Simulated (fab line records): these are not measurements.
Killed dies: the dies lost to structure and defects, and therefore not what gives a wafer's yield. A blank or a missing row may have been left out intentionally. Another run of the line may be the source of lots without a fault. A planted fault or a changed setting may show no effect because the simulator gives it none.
fab line records | flow n5Finfet | part 2 of 2: steps 22 to 29 of 29
[record] lots = 5 wafers = 15 lastDay = 18
route steps=1938 shown FIN_SAQP@97
lots that met no fault: taken from a fault-free run of the same line
startH: start of the lot's first displayed wafer, in hours after the record's first day | waitH: time in hours since the lot's previous step | " the same as in the row above | L1.1+2: several wafers, shown together as one row | - no value, or no start given | * or withheld: withheld | < > ~ a bound
route shown NAME@n: a module of which the file shows steps, and the number in the route of the first | usual: average and standard deviation across the fault-free wafers | same: alike in all rows | chamber/n: place in a boat | sites: readings site by site | _std_site: the values' standard deviation | _edge_site: inner sites' mean taken away from outer sites' mean | radiusMm: how far each site lies from the wafer's centre | mask NAME#n: copy n | behind: the tool/chamber that last shaped the wafer | hold: reason for holding the lot/hours on hold/outcome of the hold | device: the transistor (n, p or np) that didn't switch | end of line: at the end of the route, the tests of the same wafers | a step given without rows: its recipe and nothing more | killed: count of dies lost to structure and defects at first sort (not the wafer's yield) | map: a wafer's dies, marking killed ones x, the rest . and places with no die _
set.NAME: the run value of the setting; set.NAME@STEP: its run value at that earlier step | model.NAME: the simulator's own value behind a step, which no gauge read
lots at selected steps of the route; one table per step, one row per wafer
services: when a tool's chamber went out of use (startH, in hours from the record's first day, below 0 if earlier), for how many hours, and the reason
[[steps]]
[step N5_FIN_SAQP_HM_OPEN_73]
[recipe] chemistry = CHF3/O2 target = SiO2 stopOn = a-Si targetDepthA = 120 overEtchFrac = 1.8 maskMaterial = SOC timeS = 16.8 pressureMtorr = 30 sourceW = 650 biasW = 170 Ar_flow_sccm = 200 CHF3_flow_sccm = 50 O2_flow_sccm = 5 ionEnergyEv = 200 ends = endPoint
[usual] drypumpMotorCurrentA = 5.6/0.56 oes_ar_750_au = 0.76/0.073 oesProductAu = 0.46/0.041 rfVppV = 526/6.7 showerheadPlenumPTorr = 2.39/0.067 throttleValvePct = 18.87/0.23
// columns lot.wafer tool chamber startH waitH drypumpMotorCurrentA oes_ar_750_au oesProductAu rfHoursCounterH rfVppV showerheadPlenumPTorr throttleValvePct
L078.2 rieDiel-05 1 47.08 0.0 5.8 0.73 0.44 204 525 2.40 18.96
L078.5 " 2 " " 5.5 0.70 0.42 - 536 2.49 18.65
L078.6 " 3 " " 6.1 0.74 0.45 - 530 2.51 19.17
L081.1 rieDiel-01 1 65.29 0.0 5.1 0.77 0.47 120 528 2.41 18.66
L081.2 " 3 " " 5.2 0.70 0.42 206 537 2.38 18.87
L081.4 " 2 " " 6.4 0.91 0.53 25 518 2.48 18.41
L091.1 rieDiel-06 3 123.96 0.0 5.4 0.70 0.42 196 533 2.31 19.04
L091.2 " 1 " " 4.9 0.79 0.47 131 516 2.34 19.20
L091.4 " 2 " " 6.6 0.69 0.41 225 520 2.29 18.82
L093.1 rieDiel-06 3 136.72 0.0 5.4 0.69 0.42 203 530 2.31 19.07
L093.4 " 2 " " 6.6 0.68 0.41 230 519 2.29 18.86
L093.6 " 1 " " 4.9 0.77 0.46 - 516 2.34 19.21
L096.3 rieDiel-01 0 155.23 0.0 4.9 0.80 0.49 99 531 2.33 18.83
L096.4 " 3 " " 5.2 0.67 0.41 240 535 2.37 18.93
L096.6 " 1 " " 5.1 0.74 0.45 - 527 2.40 18.72
[step N5_FIN_SAQP_STRIP_74]
[recipe] chemistry = CHF3/O2 resist = SiARC rfFrequencyHz = 6e+07
// columns lot.wafer tool chamber startH waitH
L078.2+5+6 rieDiel-05 1,2,3 47.13 0.0
L081.1+2+4 rieDiel-01 1,3,2 65.35 0.0
L091.1+2+4 rieDiel-06 3,1,2 124.01 0.0
L093.1+4+6 rieDiel-06 3,2,1 136.77 0.0
L096.3+4+6 rieDiel-01 0,3,1 155.28 0.0
[step N5_FIN_SAQP_MANDREL_ETCH_22]
[recipe] targetDepthA = 600 chemistry = HBr/Cl2 target = a-Si stopOn = SiNx btTimeS = 10 overEtchFrac = 0.5 timeS = 30 pressureMtorr = 10 icpW = 800 biasW = 75 HBr_flow_sccm = 150 Cl2_flow_sccm = 80 ends = endPoint
[usual] drypumpMotorCurrentA = 5.7/0.5 heBacksideLeakSccm = 2.70/0.29 oesProductAu = 0.773/0.016 throttleValvePct = 35.3/0.3
// columns lot.wafer tool chamber startH waitH drypumpMotorCurrentA heBacksideLeakSccm oesProductAu rfHoursCounterH throttleValvePct
L078.2 rieSi-03 3 47.16 0.0 6.4 2.42 0.790 89 35.3
L078.5 " 0 " " 5.7 2.95 0.758 - 35.1
L078.6 " 3 " " 6.3 2.31 0.804 - 35.3
L081.1 rieSi-01 3 65.38 0.0 4.8 3.02 0.743 90 35.4
L081.2 " 1 " " 5.8 2.71 0.790 149 35.2
L081.4 " 2 " " 5.3 2.96 0.777 37 35.7
L091.1 rieSi-01 3 124.04 0.0 4.8 3.10 0.733 91 35.4
L091.2 " 1 " " 5.8 2.45 0.783 150 35.3
L091.4 " 2 " " 5.3 3.06 0.770 38 35.7
L093.1 rieSi-01 1 136.80 0.0 5.8 2.66 0.792 150 35.2
L093.4 " 2 " " 5.3 2.96 0.782 38 35.7
L093.6 " 2 " " 5.3 2.95 0.795 - 35.6
L096.3 rieSi-03 2 155.31 0.0 5.9 2.39 0.768 4 35.3
L096.4 " 0 " " 5.6 2.81 0.763 11 35.1
L096.6 " 0 " " 5.6 3.04 0.767 - 35.1
[step N5_FIN_SAQP_STRIP_55]
[recipe] chemistry = N2/H2 powerW = 500 tempC = 40 pressureMtorr = 50 rfFrequencyHz = 6e+07 overashFraction = 0.3 biasPowerW = 28 h2Frac = 0.5 n2FlowSccm = 300 h2FlowSccm = 300
[usual] drypumpMotorCurrentA = 5.7/0.57 oesProductAu = 0.76/0.076 rfVppV = 121.7/1.5 showerheadPlenumPTorr = 3.33/0.089 throttleValvePct = 19.0/0.41
// columns lot.wafer tool chamber startH waitH drypumpMotorCurrentA oesProductAu rfHoursCounterH rfVppV showerheadPlenumPTorr throttleValvePct
L078.2 rieDiel-05 3 47.26 0.1 6.1 0.75 160 124.3 3.48 19.1
L078.5 " 2 " " 5.5 0.70 - 121.0 3.48 19.2
L078.6 " 1 " " 5.8 0.74 - 120.4 3.32 18.9
L081.1 rieDiel-01 1 65.57 0.2 5.1 0.77 120 121.8 3.38 18.7
L081.2 " 0 " " 4.9 0.86 66 121.5 3.28 18.8
L081.4 " 3 " " 5.3 0.71 206 120.0 3.35 19.2
L091.1 rieDiel-06 1 124.15 0.1 4.9 0.78 132 121.4 3.24 18.8
L091.2 " 0 " " 5.6 0.80 144 122.2 3.36 18.7
L091.4 " 2 " " 6.6 0.69 225 120.9 3.20 19.0
L093.1 rieDiel-01 0 136.90 0.1 4.9 0.83 90 121.1 3.26 18.8
L093.4 " 3 " " 5.3 0.68 232 120.8 3.34 19.2
L093.6 " 0 " " 4.9 0.83 - 119.7 3.26 18.8
L096.3 rieDiel-01 0 155.54 0.2 4.9 0.82 99 123.4 3.26 18.8
L096.4 " 1 " " 5.0 0.74 154 122.9 3.36 18.8
L096.6 " 3 " " 5.3 0.68 - 121.0 3.33 19.3
[step N5_FIN_SAQP_STRIP_23]
[recipe] chemistry = SPM timeS = 750 tempC = 130 h2so4H2o2VolRatio = 4
// columns lot.wafer tool chamber startH waitH
L078.2+5+6 wetBench-04 7,4,5 47.33 -
L081.1+2+4 wetBench-02 7,3,4 65.64 -
L091.1+2+4 wetBench-02 3,2,7 124.22 -
L093.1+4+6 wetBench-04 5,4,1 136.97 -
L096.3+4+6 wetBench-04 6,1,5 155.60 -
[step N5_FIN_SAQP_SRD_66]
[recipe] dry = ipaMarangoni timeS = 30 tempC = 23 rinseLiquid = diw
// columns lot.wafer tool chamber startH waitH
L078.2+5+6 wetBench-04 7,4,5 47.53 0.0
L081.1+2+4 wetBench-02 7,3,4 65.84 0.0
L091.1+2+4 wetBench-02 3,2,7 124.43 0.0
L093.1+4+6 wetBench-04 5,4,1 137.20 0.0
L096.3+4+6 wetBench-04 6,1,5 155.81 0.0
[step N5_FIN_SAQP_RECESS_75]
[recipe] chemistry = HF/NH3 target = SiO2 targetDepthA = 144 afsCycles = 3 tempC = 30 sublimationTempC = 180 sublimationTimeS = 60
[usual] drypumpMotorCurrentA = 6.19/0.23
// columns lot.wafer tool chamber startH waitH drypumpMotorCurrentA
L078.2 vaporEtch-02 1 47.58 0.0 6.32
L078.5 " 1 " " 6.28
L078.6 " 0 " " 5.91
L081.1 vaporEtch-01 0 65.89 0.0 6.20
L081.2 " 1 " " 6.50
L081.4 " 0 " " 6.14
L091.1 vaporEtch-02 1 124.47 0.0 6.27
L091.2 " 0 " " 5.90
L091.4 " 0 " " 5.88
L093.1 vaporEtch-01 1 137.25 0.0 6.52
L093.4 " 1 " " 6.53
L093.6 " 0 " " 6.17
L096.3 vaporEtch-02 0 155.98 0.1 5.90
L096.4 " 1 " " 6.27
L096.6 " 1 " " 6.28
[step N5_FIN_SAQP_SPACER1_ALD_24]
[recipe] material = SiO2 targetThkA = 203 tempC = 300 aldPrecursorFamily = BDEAS aldCoReactant = O2-plasma pulseTimeS = 1 purgeTimeS = 2 coReactantPurgeTimeS = 2 aldCycles = 218 pressureTorr = 2
[usual] heaterPowerW = 481/38 precursorPulseHeightRel = 0.999/0.019
[same] purgeTimeS = 2
// columns lot.wafer tool chamber startH waitH heaterPowerW precursorPulseHeightRel sinceWetCleanH
L078.2 aldSin-04 2 47.97 0.3 489 0.996 40
L078.5 " 2 " " 488 0.992 -
L078.6 " 3 " " 476 1.038 -
L081.1 aldSin-02 2 66.27 0.3 468 0.993 255
L081.2 " 0 " " 431 1.017 255
L081.4 " 3 " " 439 0.987 255
L091.1 aldSin-04 3 124.86 0.3 482 0.987 117
L091.2 " 0 " " 516 0.965 117
L091.4 " 1 " " 420 0.992 117
L093.1 aldSin-04 0 137.63 0.3 535 1.008 130
L093.4 " 2 " " 491 0.982 130
L093.6 " 1 " " 436 0.968 -
L096.3 aldSin-03 1 156.24 0.1 432 0.984 254
L096.4 " 3 " " 506 0.955 -
L096.6 " 1 " " 458 0.971 -
[[services]]
// columns tool chamber startH hours kind
rieDiel-01 - 31.03 4.3 pm
pecvd-03 - 41.99 2.8 pm
arfiScanner-01 - 47.16 1.0 pm
vaporEtch-02 - 50.42 2.8 pm
rieDiel-05 1 57.17 13.0 repair
wetBench-02 - 59.62 2.6 repair
arfiScanner-01 - 59.85 2.3 repair
arfiScanner-01 - 65.24 0.7 repair
arfiScanner-01 - 70.22 1.3 pm
arfiScanner-01 - 77.20 4.8 pm
pecvd-04 - 80.64 1.6 repair
rieDiel-06 0 82.08 7.0 repair
pecvd-03 - 84.78 5.5 pm
rieSi-01 0 90.11 5.1 repair
rieDiel-01 - 90.23 0.2 repair
arfiScanner-02 - 106.73 1.3 pm
pecvd-03 - 116.11 6.0 pm
arfiScanner-01 - 117.71 4.9 pm
rieSi-01 3 125.67 4.9 repair
arfiScanner-01 - 137.12 0.8 pm
arfiScanner-01 - 138.25 0.3 repair
arfiScanner-01 - 142.13 1.0 pm
wetBench-02 - 146.14 2.6 repair
rieDiel-05 - 147.49 16.3 repair
